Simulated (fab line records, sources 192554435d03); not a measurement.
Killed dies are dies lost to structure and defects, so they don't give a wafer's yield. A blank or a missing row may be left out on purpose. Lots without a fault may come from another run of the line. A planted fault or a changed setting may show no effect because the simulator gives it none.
fab line records | flow n5_finfet | part 1 of 2: steps 1 to 19 of 25
record lots=5 wafers=15 last_day=19
route steps=1938 shown BEOL_M0_SAQP@697 BEOL_M0_CUTY@701 BEOL_M0@715
lots that met no fault: from a run of the same line without faults
start_h: hours from the record's first day to the start of the lot's first wafer shown | wait_h: hours since the lot's step before | " the same as in the row above | L1.1+2: a row that stands for several wafers | - no value, or no start given | * or withheld: withheld | < > ~ a bound
route shown NAME@n: a module of which the file shows steps, and the number in the route of the first | usual: mean/standard deviation of fault-free wafers | same: alike in all rows | chamber/n: place in a boat | sites: the reading at each site | _std_site: their standard deviation | _edge_site: outer sites' mean less inner sites' | radius_mm: how far each site lies from the wafer's centre | mask NAME#n: copy n | behind: the tool/chamber that last shaped the wafer | hold: why the lot was held/for how many hours/how that ended | device: the transistor (n, p or np) that didn't switch | end of line: the same wafers' tests at the end of the route | a step without rows: its recipe alone | killed: dies lost to structure and defects at the first sort, not the wafer's yield | map: a wafer's dies, x killed, . not, _ none there
set.NAME: the setting as run; set.NAME@STEP: as run at that earlier step | model.NAME: the simulator's own value behind a step, which no gauge read
lots at some steps of the route; a table a step, a row a wafer
services: from which hour (start_h, from the record's first day; less than 0 if before it) a tool's chamber was out of use, for how many hours, and why
## steps
# step N5_BEOL_M0_SAQP_STRIP_89
# recipe chemistry=N2/H2 temp_c=40 n2_flow_sccm=200 h2_flow_sccm=200 rf_frequency_hz=6e+07
# columns lot.wafer tool chamber start_h wait_h
L081.2+3+5 rie_diel-02 2,0,3 152.84 0.0
L083.4+5+6 rie_diel-02 2,1,2 166.89 0.0
L086.2+3+6 rie_diel-01 3,1,3 185.93 0.0
L088.1+2+4 rie_diel-02 3,0,2 205.39 0.0
L096.1+2+6 rie_diel-05 2,1,0 243.19 0.0
# step N5_BEOL_M0_SAQP_ALD_48
# recipe material=SiO2 target_thk_a=200 temp_c=100 ald_precursor_family=BDEAS ald_co_reactant=O2-plasma pulse_time_s=1 co_reactant_pulse_time_s=1 purge_time_s=2 co_reactant_purge_time_s=2 ald_cycles=139 pressure_torr=2
# usual heater_power_w=79/8.4 precursor_pulse_height_rel=1.002/0.02
# columns lot.wafer tool chamber start_h wait_h heater_power_w precursor_pulse_height_rel
L081.2 ald_sin-03 1 152.88 0.0 78 0.980
L081.3 " 2 " " 85 0.978
L081.5 " 1 " " 77 1.013
L083.4 ald_sin-04 1 166.92 0.0 78 1.022
L083.5 " 1 " " 79 0.997
L083.6 " 0 " " 79 0.989
L086.2 ald_sin-03 2 185.97 0.0 85 1.047
L086.3 " 0 " " 78 1.020
L086.6 " 1 " " 78 1.010
L088.1 ald_sin-04 2 205.53 0.1 87 1.047
L088.2 " 3 " " 71 0.987
L088.4 " 1 " " 76 1.010
L096.1 ald_sin-04 3 243.26 0.1 70 1.011
L096.2 " 0 " " 79 0.995
L096.6 " 2 " " 86 1.021
# step N5_BEOL_M0_SAQP_ETCH_49
# recipe chemistry=CF4/O2 target_depth_a=370 target=SiO2 pressure_mtorr=40 source_w=535 bias_w=49 Ar_flow_sccm=100 cf4_flow_sccm=100 O2_flow_sccm=10 ion_energy_ev=100
# usual bias_w=49.01/0.14 drypump_motor_current_A=5.9/0.35 oes_product_au=0.79/0.099 rf_vpp_V=242/5 showerhead_plenum_p_Torr=2.25/0.065 throttle_valve_pct=15.93/0.22
# columns lot.wafer tool chamber start_h wait_h bias_w drypump_motor_current_A oes_product_au rf_hours_counter_h rf_vpp_V showerhead_plenum_p_Torr throttle_valve_pct
L081.2 rie_diel-05 0 153.42 0.3 48.83 6.1 0.71 206 244 2.29 16.08
L081.3 " 3 " " 49.05 5.8 0.70 227 245 2.26 16.12
L081.5 " 0 " " 49.05 6.1 0.71 - 241 2.29 16.08
L083.4 rie_diel-01 0 167.45 0.3 48.91 6.3 0.88 46 248 2.25 16.02
L083.5 " 1 " " 49.09 5.8 0.70 - 230 2.27 16.31
L083.6 " 2 " " 49.01 5.8 0.70 - 238 2.08 16.11
L086.2 rie_diel-05 2 186.51 0.3 49.00 5.0 0.74 174 242 2.12 15.80
L086.3 " 3 " " 49.00 5.8 0.68 238 244 2.26 16.14
L086.6 " 3 " " 49.02 5.7 0.69 - 245 2.26 16.13
L088.1 rie_diel-05 0 206.06 0.3 48.87 6.1 0.69 221 243 2.28 16.10
L088.2 " 1 " " 48.92 6.0 0.74 141 247 2.20 15.88
L088.4 " 2 " " 48.98 5.0 0.74 179 241 2.12 15.80
L096.1 rie_diel-01 2 243.79 0.3 48.84 5.8 0.96 20 242 2.33 15.66
L096.2 " 3 " " 49.13 5.8 0.84 76 244 2.23 15.93
L096.6 " 3 " " 49.06 5.8 0.84 - 245 2.23 15.92
# step N5_BEOL_M0_SAQP_STRIP_75
# recipe chemistry=CF4 resist=SiARC power_w=300 bias_power_w=75 pressure_mtorr=50 cf4_flow_sccm=150 rf_frequency_hz=6e+07
# usual drypump_motor_current_A=5.9/0.35 oes_product_au=0.183/0.023 rf_vpp_V=271.9/1.6 showerhead_plenum_p_Torr=1.83/0.053 throttle_valve_pct=13.68/0.24
# columns lot.wafer tool chamber start_h wait_h drypump_motor_current_A oes_product_au rf_hours_counter_h rf_vpp_V showerhead_plenum_p_Torr throttle_valve_pct
L081.2 rie_diel-05 0 153.52 0.1 6.1 0.164 206 271.8 1.87 13.85
L081.3 " 3 " " 5.7 0.162 227 272.0 1.85 13.90
L081.5 " 0 " " 6.1 0.163 - 272.7 1.87 13.87
L083.4 rie_diel-01 0 167.55 0.1 6.3 0.205 46 272.3 1.83 13.72
L083.5 " 1 " " 5.8 0.160 - 273.0 1.84 14.02
L083.6 " 2 " " 5.9 0.159 - 268.2 1.70 13.92
L086.2 rie_diel-05 2 186.61 0.1 5.0 0.179 174 268.6 1.72 13.52
L086.3 " 3 " " 5.8 0.158 238 273.3 1.84 13.94
L086.6 " 3 " " 5.8 0.160 - 273.1 1.84 13.92
L088.1 rie_diel-05 0 206.16 0.1 6.1 0.162 221 270.0 1.86 13.90
L088.2 " 1 " " 6.0 0.175 141 270.8 1.80 13.66
L088.4 " 2 " " 5.0 0.170 179 268.3 1.72 13.53
L096.1 rie_diel-01 2 243.89 0.1 5.9 0.227 20 274.3 1.90 13.38
L096.2 " 3 " " 5.8 0.197 76 272.5 1.82 13.65
L096.6 " 3 " " 5.8 0.189 - 271.7 1.82 13.64
# step N5_BEOL_M0_CUTY_COAT_50
# recipe resist=SiARC temp_c=220 time_s=60 spin_rpm=1500 resist_thk_nm=15
# columns lot.wafer tool chamber start_h wait_h
L081.2+3+5 litho_track-03 0 153.56 0.0
L083.4+5+6 litho_track-04 0 167.59 0.0
L086.2+3+6 litho_track-04 0 186.66 0.0
L088.1+2+4 litho_track-03 0 206.20 0.0
L096.1+2+6 litho_track-03 0 243.93 0.0
# step N5_BEOL_M0_CUTY_COAT_51
# recipe resist=CAR-ArF-block spin_rpm=1500 resist_thk_nm=150
# columns lot.wafer tool chamber start_h wait_h
L081.2+3+5 litho_track-03 0 - -
L083.4+5+6 litho_track-04 0 - -
L086.2+3+6 litho_track-04 0 - -
L088.1+2+4 litho_track-03 0 - -
L096.1+2+6 litho_track-03 0 - -
# step N5_BEOL_M0_CUTY_EBR_52
# recipe solvent=PGMEA ebr_width_mm=1.5
# columns lot.wafer tool chamber start_h wait_h
L081.2+3+5 litho_track-03 0 - -
L083.4+5+6 litho_track-04 0 - -
L086.2+3+6 litho_track-04 0 - -
L088.1+2+4 litho_track-03 0 - -
L096.1+2+6 litho_track-03 0 - -
# step N5_BEOL_M0_CUTY_SOFTBAKE_53
# recipe temp_c=110 time_s=60 resist=CAR-ArF-block
# columns lot.wafer tool chamber start_h wait_h
L081.2+3+5 litho_track-03 0 - -
L083.4+5+6 litho_track-04 0 - -
L086.2+3+6 litho_track-04 0 - -
L088.1+2+4 litho_track-03 0 - -
L096.1+2+6 litho_track-03 0 - -
# step N5_BEOL_M0_CUTY_EXPOSE_54
# recipe mask_id=M0_ABLK na=1.35 source_shape=conventional sigma_outer=0.8 polarization=unpolarized dose_mj=36
# usual exposure_dose_mJ_cm2=35.98/0.032
# columns lot.wafer tool chamber start_h wait_h mask exposure_dose_mJ_cm2
L081.2 arfi_scanner-02 0 153.79 - M0_ABLK#0 35.97
L081.3 " 0 " " M0_ABLK#0 35.95
L081.5 " 0 " " M0_ABLK#0 35.99
L083.4 arfi_scanner-03 0 167.84 - M0_ABLK#0 35.98
L083.5 " 0 " " M0_ABLK#0 35.99
L083.6 " 0 " " M0_ABLK#0 35.98
L086.2 arfi_scanner-01 0 186.76 - M0_ABLK#0 35.96
L086.3 " 0 " " M0_ABLK#0 36.03
L086.6 " 0 " " M0_ABLK#0 35.95
L088.1 arfi_scanner-02 0 206.43 - M0_ABLK#0 36.01
L088.2 " 0 " " M0_ABLK#0 35.98
L088.4 " 0 " " M0_ABLK#0 36.05
L096.1 arfi_scanner-01 0 244.03 - M0_ABLK#0 36.02
L096.2 " 0 " " M0_ABLK#0 35.96
L096.6 " 0 " " M0_ABLK#0 35.95
# step N5_BEOL_M0_CUTY_PEB_55
# recipe peb_temp_c=110 peb_time_s=60 resist=CAR-ArF-block
# columns lot.wafer tool chamber start_h wait_h
L081.2+3+5 litho_track-03 0 153.85 0.0
L083.4+5+6 litho_track-03 0 167.88 0.0
L086.2+3+6 litho_track-04 0 186.82 0.0
L088.1+2+4 litho_track-02 0 206.48 0.1
L096.1+2+6 litho_track-03 0 244.09 0.1
# step N5_BEOL_M0_CUTY_DEVELOP_56
# recipe develop_time_s=30 developer=TMAH resist=CAR-ArF-block rinse_liquid=diw dry=air_spin dev_temp_c=23
# columns lot.wafer tool chamber start_h wait_h
L081.2+3+5 litho_track-03 0 - -
L083.4+5+6 litho_track-03 0 - -
L086.2+3+6 litho_track-04 0 - -
L088.1+2+4 litho_track-02 0 - -
L096.1+2+6 litho_track-03 0 - -
# step N5_BEOL_M0_CUTY_CD_MEAS_57
# recipe target_cd_nm=200 landing_energy_ev=500 detector=se_inlens polarity=line
# usual cd_nm=200.2/1
# columns lot.wafer tool chamber start_h wait_h cd_nm
L081.2 cd_sem-02 0 153.91 - 199.9
L081.3 " 0 " " 200.7
L081.5 " 0 " " 200.9
L083.4 cd_sem-01 0 167.95 - 200.4
L083.5 " 0 " " 200.8
L083.6 " 0 " " 199.8
L086.2 cd_sem-01 0 186.88 - 200.2
L086.3 " 0 " " 198.9
L086.6 " 0 " " 201.0
L088.1 cd_sem-01 0 206.55 - 201.1
L088.2 " 0 " " 200.3
L088.4 " 0 " " 200.3
L096.1 cd_sem-03 0 244.16 - 200.9
L096.2 " 0 " " 200.7
L096.6 " 0 " " 199.8
# step N5_BEOL_M0_CUTY_OVL_MEAS_58
# recipe points_per_wafer=44
# usual M0_ABLK_OVL=0.2/0.71
# columns lot.wafer tool chamber start_h wait_h M0_ABLK_OVL[nm]
L081.2 overlay-01 0 153.94 0.0 0.4
L081.3 " 0 " " -0.1
L081.5 " 0 " " 0.2
L083.4 overlay-01 0 167.97 0.0 -0.6
L083.5 " 0 " " 0.4
L083.6 " 0 " " -1.2
L086.2 overlay-01 0 186.91 0.0 0.1
L086.3 " 0 " " -0.2
L086.6 " 0 " " 0.8
L088.1 overlay-01 0 206.58 0.0 -1.7
L088.2 " 0 " " -0.8
L088.4 " 0 " " -1.6
L096.1 overlay-02 0 244.19 0.0 0.4
L096.2 " 0 " " 1.0
L096.6 " 0 " " 1.1
# step N5_BEOL_M0_CUTY_INSPECT_59
# recipe mode=adi inspect_instrument=macro
# usual raw_defect_count=2.0/1.5
# columns lot.wafer tool chamber start_h wait_h raw_defect_count
L081.2 defect_inspect-02 - 153.97 0.0 4
L081.3 " - " " 2
L081.5 " - " " 2
L083.4 defect_inspect-01 - 168.00 0.0 6
L083.5 " - " " 2
L083.6 " - " " 4
L086.2 defect_inspect-02 - 186.94 0.0 4
L086.3 " - " " 4
L086.6 " - " " 6
L088.1 defect_inspect-01 - 206.60 0.0 4
L088.2 " - " " 2
L088.4 " - " " 1
L096.1 defect_inspect-02 - 244.21 0.0 0
L096.2 " - " " 2
L096.6 " - " " 3
# step N5_BEOL_M0_CUTY_DESCUM_61
# recipe chemistry=O2 time_s=7.9 source_power_w=50 bias_power_w=20 pressure_mtorr=20 rf_frequency_hz=2.712e+07 temp_c=40 resist=CAR-ArF-block o2_flow_sccm=225
# usual drypump_motor_current_A=5.7/0.53 o2_flow_sccm=224.9/0.57 oes_product_au=0.79/0.09 rf_vpp_V=243.1/1.5 showerhead_plenum_p_Torr=2.09/0.076 throttle_valve_pct=20.37/0.24
# columns lot.wafer tool chamber start_h wait_h drypump_motor_current_A o2_flow_sccm oes_product_au rf_hours_counter_h rf_vpp_V showerhead_plenum_p_Torr throttle_valve_pct
L081.2 rie_diel-03 2 154.12 0.2 5.6 224.2 0.84 61 241.4 2.05 20.58
L081.3 " 1 " " 6.3 225.2 0.81 87 244.4 2.09 19.96
L081.5 " 1 " " 6.3 224.9 0.81 - 243.1 2.09 19.95
L083.4 rie_diel-04 0 168.34 0.3 5.0 226.1 0.82 89 242.6 2.04 20.49
L083.5 " 1 " " 5.8 225.6 0.74 - 240.7 2.00 20.10
L083.6 " 0 " " 5.0 224.8 0.83 - 242.3 2.04 20.50
L086.2 rie_diel-03 0 187.08 0.1 5.2 224.1 0.77 108 245.1 2.18 20.42
L086.3 " 3 " " 5.7 224.7 0.80 96 241.8 2.02 20.21
L086.6 " 0 " " 5.1 224.4 0.78 - 244.0 2.18 20.42
L088.1 rie_diel-06 0 207.36 0.8 5.2 225.5 0.89 25 243.6 2.13 20.30
L088.2 " 1 " " 5.9 224.4 0.89 44 245.3 2.21 20.23
L088.4 " 2 " " 5.3 224.6 0.68 250 243.8 2.16 20.73
L096.1 rie_diel-04 2 244.24 0.0 6.8 225.7 0.66 236 243.1 2.05 20.79
L096.2 " 1 " " 5.7 225.7 0.72 195 240.8 1.99 20.12
L096.6 " 2 " " 6.8 224.8 0.65 - 244.7 2.04 20.81
# step N5_BEOL_M0_CUTY_ETCH_62
# recipe chemistry=CF4 target=SiARC mask_material=CAR-ArF-block time_s=58.5 ion_energy_ev=80 pressure_mtorr=40 source_w=545 bias_w=36 Ar_flow_sccm=100 cf4_flow_sccm=100 ends=cleared
# usual bias_w=36.00/0.11 drypump_motor_current_A=5.6/0.53 etch_rf_on_time_s=58.5/1.2 oes_product_au=0.68/0.076 rf_vpp_V=184.0/1.2 showerhead_plenum_p_Torr=2.15/0.08 throttle_valve_pct=15.59/0.21
# columns lot.wafer tool chamber start_h wait_h bias_w drypump_motor_current_A etch_rf_on_time_s oes_product_au rf_hours_counter_h rf_vpp_V showerhead_plenum_p_Torr throttle_valve_pct
L081.2 rie_diel-03 2 154.16 0.0 36.06 5.6 59.5 0.72 61 184.3 2.08 15.62
L081.3 " 1 " " 36.15 6.3 58.6 0.69 87 184.9 2.17 15.31
L081.5 " 1 " " 36.11 6.2 58.2 0.69 - 185.8 2.17 15.29
L083.4 rie_diel-04 0 168.38 0.0 36.00 4.9 59.5 0.69 89 181.5 2.08 15.59
L083.5 " 1 " " 35.88 5.7 58.5 0.65 - 181.9 2.05 15.36
L083.6 " 0 " " 35.99 4.9 59.5 0.70 - 183.5 2.08 15.58
L086.2 rie_diel-03 0 187.11 0.0 36.10 5.2 59.3 0.66 108 185.3 2.24 15.65
L086.3 " 3 " " 35.97 5.7 57.7 0.69 96 183.1 2.07 15.38
L086.6 " 0 " " 36.09 5.2 58.8 0.66 - 185.4 2.24 15.66
L088.1 rie_diel-06 0 207.39 0.0 36.14 5.3 58.8 0.77 25 185.0 2.18 15.46
L088.2 " 1 " " 35.95 5.9 57.1 0.77 44 185.8 2.28 15.50
L088.4 " 2 " " 35.95 5.3 57.1 0.59 250 185.3 2.19 15.88
L096.1 rie_diel-04 2 244.28 0.0 35.91 6.8 60.4 0.57 236 183.2 2.11 16.10
L096.2 " 1 " " 36.00 5.7 58.3 0.63 195 183.8 2.05 15.41
L096.6 " 2 " " 35.99 6.8 60.4 0.56 - 183.4 2.11 16.08
# step N5_BEOL_M0_CUTY_ETCH_63
# recipe chemistry=N2/H2 target=SOC target_depth_a=827 overetch_a=165 mask_material=SiARC temp_c=40 ion_energy_ev=200 time_s=124 pressure_mtorr=30 source_w=840 bias_w=150 n2_flow_sccm=200 h2_flow_sccm=200
# usual bias_w=149.9/0.44 drypump_motor_current_A=5.7/0.53 oes_product_au=0.65/0.068 rf_vpp_V=524.1/2.7 showerhead_plenum_p_Torr=2.54/0.093 throttle_valve_pct=17.73/0.24
# columns lot.wafer tool chamber start_h wait_h bias_w drypump_motor_current_A oes_product_au rf_hours_counter_h rf_vpp_V showerhead_plenum_p_Torr throttle_valve_pct
L081.2 rie_diel-03 2 154.20 0.0 149.9 5.6 0.70 61 522.9 2.46 17.87
L081.3 " 1 " " 149.3 6.3 0.66 88 524.9 2.56 17.34
L081.5 " 1 " " 149.2 6.3 0.66 - 524.6 2.56 17.34
L083.4 rie_diel-04 0 168.42 0.0 150.1 4.9 0.67 89 522.3 2.46 17.83
L083.5 " 1 " " 149.7 5.7 0.62 - 520.3 2.43 17.47
L083.6 " 0 " " 150.2 5.0 0.67 - 522.7 2.46 17.84
L086.2 rie_diel-03 0 187.16 0.0 149.9 5.2 0.64 108 526.1 2.65 17.73
L086.3 " 3 " " 150.1 5.7 0.66 96 520.9 2.46 17.66
L086.6 " 0 " " 150.6 5.2 0.65 - 525.9 2.65 17.75
L088.1 rie_diel-06 0 207.44 0.0 149.7 5.3 0.74 25 525.1 2.59 17.78
L088.2 " 1 " " 149.6 5.9 0.73 44 527.3 2.70 17.68
L088.4 " 2 " " 149.9 5.3 0.56 250 526.1 2.58 17.91
L096.1 rie_diel-04 2 244.33 0.0 149.6 6.8 0.55 236 522.8 2.51 18.28
L096.2 " 1 " " 149.3 5.7 0.61 195 521.3 2.42 17.48
L096.6 " 2 " " 149.8 6.8 0.55 - 523.0 2.51 18.28
# step N5_BEOL_M0_CUTY_STRIP_64
# recipe chemistry=N2/H2 temp_c=40 n2_flow_sccm=200 h2_flow_sccm=200 rf_frequency_hz=6e+07
# columns lot.wafer tool chamber start_h wait_h
L081.2+3+5 rie_diel-03 2,1,1 154.32 0.1
L083.4+5+6 rie_diel-04 0,1,0 168.54 0.1
L086.2+3+6 rie_diel-03 0,3,0 187.27 0.1
L088.1+2+4 rie_diel-06 0,1,2 207.55 0.1
L096.1+2+6 rie_diel-04 2,1,2 244.44 0.1
# step N5_BEOL_M0_ETCH_138
# recipe chemistry=CH3F/O2 target_depth_a=120 target=SiCN time_s=31.6 ion_energy_ev=120 pressure_mtorr=30 source_w=395 bias_w=75 Ar_flow_sccm=150 CH3F_flow_sccm=30 O2_flow_sccm=20 ends=cleared
# usual bias_w=74.99/0.22 drypump_motor_current_A=5.6/0.53 etch_rf_on_time_s=29.5/0.9 oes_product_au=0.68/0.076 rf_vpp_V=297.3/1.8 showerhead_plenum_p_Torr=2.01/0.077 throttle_valve_pct=16.31/0.23
# columns lot.wafer tool chamber start_h wait_h bias_w drypump_motor_current_A etch_rf_on_time_s oes_product_au rf_hours_counter_h rf_vpp_V showerhead_plenum_p_Torr throttle_valve_pct
L081.2 rie_diel-03 2 154.33 0.0 74.81 5.6 28.8 0.73 61 296.3 1.94 16.32
L081.3 " 1 " " 74.90 6.3 27.5 0.70 88 298.0 2.03 16.07
L081.5 " 1 " " 75.24 6.3 28.4 0.70 - 296.4 2.04 16.08
L083.4 rie_diel-04 0 168.55 0.0 75.29 4.9 30.3 0.70 89 295.3 1.95 16.38
L083.5 " 1 " " 74.88 5.7 29.8 0.64 - 295.6 1.90 15.99
L083.6 " 0 " " 75.20 4.9 29.0 0.69 - 295.3 1.95 16.39
L086.2 rie_diel-03 0 187.28 0.0 75.23 5.2 29.5 0.67 108 299.1 2.09 16.34
L086.3 " 3 " " 75.42 5.7 28.8 0.68 96 296.2 1.94 16.15
L086.6 " 0 " " 75.19 5.2 30.2 0.67 - 298.9 2.09 16.35
L088.1 rie_diel-06 0 207.56 0.0 74.85 5.3 28.5 0.76 25 299.7 2.03 16.12
L088.2 " 1 " " 75.28 5.9 29.2 0.76 44 298.7 2.12 16.16
L088.4 " 2 " " 75.03 5.4 30.2 0.59 250 297.9 2.05 16.57
L096.1 rie_diel-04 2 244.45 0.0 75.03 6.7 29.9 0.57 236 296.3 1.98 16.84
L096.2 " 1 " " 74.93 5.7 29.7 0.64 195 294.7 1.89 16.05
L096.6 " 2 " " 75.14 6.8 30.2 0.57 - 296.5 1.98 16.85
